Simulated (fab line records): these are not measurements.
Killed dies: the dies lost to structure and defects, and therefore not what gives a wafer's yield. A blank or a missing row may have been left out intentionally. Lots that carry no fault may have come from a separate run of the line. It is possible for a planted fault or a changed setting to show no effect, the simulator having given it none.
8D (eight disciplines) problem report, filled in by code | flow n5Finfet | the parts of the form that need people (team, actions taken, sign-off) are left out

## 1. THE PROBLEM
Mean of rawDefectCount at N5_GATE_CUT_INSPECT_15: 509 across 6 wafers in 2 lots; on wafers with no fault it is 133 (standard deviation 44). That puts it +8.5 standard deviations away from the usual mean.
The step: inspects for defects (brightfield).
The first sign was on wafer L672.1 at day 7 03:07, on defectInspect-01. At this step, 26 wafers from 9 lots have a number in the record. The rule behind "out" and "out of limits": a value lying over 4 standard deviations away from the usual mean. The other wafers with a number count as sound.

## 2. WHAT IT IS, AND WHAT IT ISN'T
question                    | is                                 | is not
which readings at this step | rawDefectCount                     | -
which lots                  | L672, L676                         | L663, L667, L670, L671, L673, L681, L682
which wafers of those lots  | all that have a number             | -
read on which gauges        | defectInspect-01, defectInspect-02 | -
when                        | from day 7 03:07                   | up to then (11 sound wafers); but 9 sound wafers of L673, L681, L682 came after

## 3. WHAT RULES OUT EACH SUSPECT
Counting: a tool stays on the suspect list if, at a process step up to the reading, it processed all lots that are out and no sound lot following the first of them.
- the gauge at N5_GATE_CUT_INSPECT_15 is ruled out. The wafers that are out were read on 2 gauges (defectInspect-01, defectInspect-02).
- rieMetal-02 at N5_GATE_CUT_VAPOR_ETCH_60 (etches HfO2 in BCl3/Cl2): kept. It processed each lot that is out, first L672 at day 6 22:39, and no sound lot thereafter; up to then, the last sound lot it processed was L671 at day 6 17:19.
- pecvd-03 at N5_GATE_CUT_HM_DEP_46 (deposits SiO2 from TEOS/O2, target thk 130 nm, time 26.6 s): kept. It processed each lot that is out, first L672 at day 7 02:34, and no sound lot thereafter; up to then, the last sound lot it processed was L671 at day 6 20:50.
Remaining after the count are rieMetal-02 at N5_GATE_CUT_VAPOR_ETCH_60 and pecvd-03 at N5_GATE_CUT_HM_DEP_46.

## 4. THE CAUSE (what the simulator had put in)
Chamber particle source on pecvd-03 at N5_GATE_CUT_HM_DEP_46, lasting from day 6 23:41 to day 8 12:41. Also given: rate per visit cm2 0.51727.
Counting leaves 2 suspects; this tool is one of them.

## 5. THE EFFECT CHAIN, in route order
Each row: a reading where the mean over the struck wafers with a number is more than 3 standard deviations away from the usual. Readings are gone through only where the record gives a usual standard deviation; hours: the median, over the lots, of the time from a lot's start at the first step in this table giving one to that lot's start at this step; sigmas: the change measured in usual standard deviations.
hours | step                    | reading             | usual  | on struck wafers | change | sigmas
0     | N5_GATE_CUT_INSPECT_15  | rawDefectCount      | 133    | 509              | +376   | +8.5
194   | N5_PASSIVATION_PROBE_49 | defectLimitedYield  | 91.0 % | 84.8             | -6.2   | -4.1
194   | N5_PASSIVATION_PROBE_49 | killedAtFrontEnd    | 40     | 129              | +89    | +7.4
194   | N5_PASSIVATION_PROBE_49 | killedDies          | 106    | 179              | +73    | +4.1
194   | N5_PASSIVATION_PROBE_49 | sort_bin_5_function | 5.2 %  | 9.7              | +4.5   | +4.6
194   | N5_PASSIVATION_PROBE_49 | sortNPass           | 1074   | 1001             | -73    | -4.1
194   | N5_PASSIVATION_PROBE_49 | sortYieldPct        | 91.0 % | 84.8             | -6.2   | -4.1
Here are the process steps it includes:
- N5_PASSIVATION_PROBE_49
Later steps that measure or inspect, where all struck wafers having a row at the step show a number for every such reading and not one has moved that far: N5_BEOL_M4_RC_MEAS_101.

## 6. WHAT WOULD HAVE CAUGHT IT SOONER
3 hours passed between the start of the fault at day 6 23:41 and the first reading out of limits at a measuring or inspecting step in this record, taken at day 7 03:07.
Of the tool readings at N5_GATE_CUT_HM_DEP_46 for which the record gives a usual standard deviation, none was out on any struck wafer, so an alarm limit of 4 standard deviations on them would not have fired.
L676, from the lots that are out (2), started N5_GATE_CUT_HM_DEP_46 on pecvd-03 later than day 7 03:07. It would have been spared by a hold on the tool at that moment.
